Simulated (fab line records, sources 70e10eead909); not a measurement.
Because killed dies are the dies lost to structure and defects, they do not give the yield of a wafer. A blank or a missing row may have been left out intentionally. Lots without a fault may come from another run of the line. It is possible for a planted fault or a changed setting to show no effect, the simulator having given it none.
A lot that was struck, set against a sound lot | flow nand-harc | 43 out of 1159 route steps
Sound: wafers L330.1, L330.2, L330.6. Struck: wafers L337.2, L337.4 (left out: L337.1, a lot-mate that was not struck); the cause follows at the end.
Each step with rows lists, per side, the tool, then ch with its chambers, then its first start. Under that, the readings that differ: sound wafers | struck wafers | difference of the means | sigmas: that difference in standard deviations of wafers without a fault.
alike: a reading whose means differ by less than 2 such deviations, as well as words and numbers matching on both sides. not compared: withheld readings; readings where some wafer has no value; bounds like >300 that might hide an equal value; numbers whose values overlap and for which the record gives no deviation.
The two part at a step that has a row with sigmas, a row that says differs or no value, or rows on one side only. Numbers that don't overlap but have no deviation are shown without sigmas and don't part them. A reading that every wafer of one side lacks parts them only if that side has two wafers or more.

first, 5 steps without rows for these wafers: NHARC_A_CONTACT_ETCH_131 (etches the open film in C4F8/O2/Ar, time 155 s, target depth 956 nm); NHARC_A_CONTACT_ETCH_132 (etches the open film in C4F8/O2/Ar, time 156 s, target depth 958 nm); NHARC_A_CONTACT_ETCH_133 (etches the open film in C4F8/O2/Ar, time 195 s, target depth 840 nm); NHARC_A_CONTACT_ETCH_91 (etches the open film in CH3F/O2, target depth 40 nm, time 85.7 s); NHARC_A_CONTACT_ETCH_97 (etches the open film in C4F6/O2, target depth 20 nm, time 10 s).
NHARC_A_CONTACT_CD_MEAS_80:
  sound on cd-sem-02, day 17 04:37; struck on cd-sem-01, day 19 08:38
  alike: cd-nm
then, 3 steps without rows for these wafers: NHARC_A_CONTACT_STRIP_103 (strips in N2/H2); NHARC_A_CONTACT_STRIP_104 (strips in CF4/CHF3); NHARC_A_CONTACT_STRIP_105 (strips in O2/COS).
NHARC_A_CONTACT_ETCH_106: etches the open film in CF4/O2, target depth 60 nm, overetch 6 nm, time 33 s.
  sound on rie-diel-12 ch 2,3, day 17 04:54; struck on rie-diel-01 ch 0,3, day 19 08:55
  alike: bias-w, drypump-motor-current-A, oes-product-au, rf-vpp-V, showerhead-plenum-p-Torr, throttle-valve-pct
  not compared: rf-hours-counter-h
then, 2 steps without rows for these wafers: NHARC_A_CONTACT_STRIP_82 (strips in O2); NHARC_A_CONTACT_STRIP_83 (strips in post etch residue remover, time 600 s).
NHARC_A_CONTACT_DEP_84: deposits aC, target thk 2000 nm.
  sound on acl-dep-02 ch 0, day 17 05:33; struck on acl-dep-01 ch 0, day 19 10:26
  alike: throttle-valve-pct
then, 11 steps without rows for these wafers: NHARC_A_CONTACT_DEP_85 (deposits SiON, target thk 50 nm); NHARC_A_CONTACT_DEHYDRATE_00 (time 120 s); NHARC_A_CONTACT_HMDS_01 (time 30 s); NHARC_A_CONTACT_COAT_86 (time 75 s); NHARC_A_CONTACT_COAT_87 (time 65 s); NHARC_A_CONTACT_COAT_02 (resist thk 90 nm); NHARC_A_CONTACT_SOFTBAKE_03 (time 55 s); NHARC_A_CONTACT_EBR_04; NHARC_A_CONTACT_EXPOSE_05 (exposes mask A CC); NHARC_A_CONTACT_PEB_06 (peb time 65 s); NHARC_A_CONTACT_DEVELOP_07 (develop time 35 s).
NHARC_A_CONTACT_CD_MEAS_08: target cd 100 nm.
  sound on cd-sem-03 ch 0, day 17 07:25; struck on cd-sem-02 ch 0, day 19 12:35
  alike: cd-nm
NHARC_A_CONTACT_OVL_MEAS_09:
  sound on overlay-02, day 17 07:31; struck on overlay-02, day 19 12:40
  alike: overlay-x-nm, overlay-y-nm
NHARC_A_CONTACT_INSPECT_10:
  sound on defect-inspect-01, day 17 07:32; struck on defect-inspect-02, day 19 12:42
  alike: raw-defect-count
then, 5 steps without rows for these wafers: NHARC_A_CONTACT_DESCUM_13 (chemistry O2, time 3 s); NHARC_A_CONTACT_ETCH_88 (etches the open film in CF4, target depth 39 nm, time 65 s); NHARC_A_CONTACT_ETCH_89 (etches the open film in N2/H2, target depth 260 nm, time 475.3 s); NHARC_A_CONTACT_ETCH_30 (etches the open film in CF4/CHF3, target depth 60.5 nm, time 30.2 s); NHARC_A_CONTACT_ETCH_31 (etches the open film in O2/COS, target depth 2000 nm, time 520 s).
NHARC_A_CONTACT_ETCH_134: etches the open film in C4F8/O2/Ar, time 140 s, target depth 700 nm.
  sound on har-cap-etch-01 ch 0,1, day 17 08:36; struck on har-cap-etch-01 ch 1, day 19 13:46
  not compared: rf-hours-counter-h
NHARC_A_CONTACT_ETCH_135: etches the open film in C4F8/O2/Ar, time 132 s, target depth 1287 nm.
  sound on har-cap-etch-01 ch 0,1, day 17 08:48; struck on har-cap-etch-01 ch 1, day 19 13:58
  not compared: rf-hours-counter-h
then, 2 steps without rows for these wafers: NHARC_A_CONTACT_ETCH_136 (etches the open film in C4F8/O2/Ar, time 132 s, target depth 1287 nm); NHARC_A_CONTACT_ETCH_137 (etches the open film in C4F8/O2/Ar, time 132 s, target depth 1287 nm).
NHARC_A_CONTACT_ETCH_138: etches the open film in C4F8/O2/Ar, time 132 s, target depth 1289 nm.
  sound on har-cap-etch-01 ch 0,1, day 17 09:10; struck on har-cap-etch-01 ch 1, day 19 14:19
  not compared: rf-hours-counter-h
NHARC_A_CONTACT_ETCH_139: etches the open film in C4F8/O2/Ar, time 137 s, target depth 590 nm.
  sound on har-cap-etch-01 ch 0,1, day 17 09:17; struck on har-cap-etch-01 ch 1, day 19 14:27
  not compared: rf-hours-counter-h
then, 2 steps without rows for these wafers: NHARC_A_CONTACT_ETCH_92 (etches the open film in CH3F/O2, target depth 40 nm, time 85.7 s); NHARC_A_CONTACT_ETCH_98 (etches the open film in C4F6/O2, target depth 20 nm, time 10 s).
NHARC_A_CONTACT_CD_MEAS_15:
  sound on cd-sem-02, day 17 09:55; struck on cd-sem-02, day 19 15:04
  alike: cd-nm
then, 1 step without rows for these wafers: NHARC_A_CONTACT_STRIP_107 (strips in N2/H2).
-- record jumps: 2 days between struck wafers' starts before vs after; left off in module A_CONTACT, resumes in module END, first step shown is number 1159 of the route --
NHARC_END_SORT_01:
  the record has rows for the struck wafers here (prober-02 ch 0, day 22 01:24) and none for the sound ones

WHERE THEY PART
Only at NHARC_END_SORT_01, as far as this record shows.

WHY: the cause the simulator had injected
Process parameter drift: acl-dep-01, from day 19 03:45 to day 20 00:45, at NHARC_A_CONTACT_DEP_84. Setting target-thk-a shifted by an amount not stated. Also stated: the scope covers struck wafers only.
